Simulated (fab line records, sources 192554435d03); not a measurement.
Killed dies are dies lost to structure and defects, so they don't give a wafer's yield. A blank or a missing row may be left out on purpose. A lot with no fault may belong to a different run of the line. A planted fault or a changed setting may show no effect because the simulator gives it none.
Problem report, 8D (eight disciplines) form, completed by code -- flow n5-finfet -- the parts of the form that need people (team, actions taken, sign-off) are left out

## 1. WHAT WENT WRONG
Wafers without a fault read 70.0 nm, standard deviation 0.3; cd-nm at N5_BEOL_M9_CD_MEAS_28 reads a mean of 71.6 nm on 2 wafers belonging to 2 lots. Measured from the usual mean, that is +5.3 standard deviations.
The step: target cd 70 nm.
Seen first at day 12 22:40 on cd-sem-02, wafer L881.6. At this step, 31 wafers from 11 lots have a number in the record. The rule behind "out" and "out of limits": a value lying over 4 standard deviations away from the usual mean. The rest of the wafers with a number are treated as sound.

## 2. WHAT IT IS, AND WHAT IT ISN'T
question,is,is not
which readings at this step,cd-nm,-
which lots,"L881, L883","L867, L868, L869, L871, L875, L877, L878, L879, L880"
which wafers of those lots,"L881.6, L883.6","L881.4, L883.2"
read on which gauges,"cd-sem-01, cd-sem-02",-
when,from day 12 22:40,up to then (28 sound wafers); but 1 sound wafer of L883 came after

## 3. WHAT RULES OUT EACH SUSPECT
Counting: if a tool at a process step up to the reading ran every lot that is out, it stays a suspect. Sound lots after the first of them don't rule it out here, since some wafers of a struck lot are sound.
- the gauge at N5_BEOL_M9_CD_MEAS_28 is ruled out. The wafers that are out were read on 2 gauges (cd-sem-01, cd-sem-02).
- euv-scanner-02 at N5_BEOL_M9_EXPOSE_25 (exposes mask V8): kept. Ran every lot that is out, first one L881 (day 12 22:34); last sound lot up to then L879 (day 12 22:01).
Left after counting: euv-scanner-02 at N5_BEOL_M9_EXPOSE_25.

## 4. THE CAUSE (what the simulator had put in)
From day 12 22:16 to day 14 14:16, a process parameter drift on euv-scanner-02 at N5_BEOL_M9_EXPOSE_25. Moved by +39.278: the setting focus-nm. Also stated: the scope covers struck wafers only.
After counting, this tool was the only one left.

## 5. SEQUENCE OF EFFECTS, ordered by route
Each row: a reading where the mean over the struck wafers with a number is more than 3 standard deviations away from the usual. Only readings whose record carries a usual standard deviation are examined. hours: median over the lots of the time between each lot's start at the first step of this table that gives one and its start at this step. sigmas: the change, counted in usual standard deviations.
hours,step,reading,usual,on struck wafers,change,sigmas
0,N5_BEOL_M9_CD_MEAS_28,cd-nm,70.0 nm,71.6,+1.6,+5.3
Later measuring or inspecting steps at which every struck wafer that the step has a row for has a number for every such reading, and none has moved that far: N5_BEOL_M9_INSPECT_30.

## 6. HOW IT WOULD HAVE BEEN CAUGHT EARLIER
In this record the first reading out of limits at a measuring or inspecting step was taken at day 12 22:40, 0 hours after the fault began at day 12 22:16.
An alarm limit of 4 standard deviations would not have fired on the tool readings at N5_BEOL_M9_EXPOSE_25 for which the record gives a usual standard deviation, since none of them was out on any struck wafer.
Lots out: 2; of these, L883 started N5_BEOL_M9_EXPOSE_25 on euv-scanner-02 after day 12 22:40. A tool hold placed at that time would have kept it from harm.
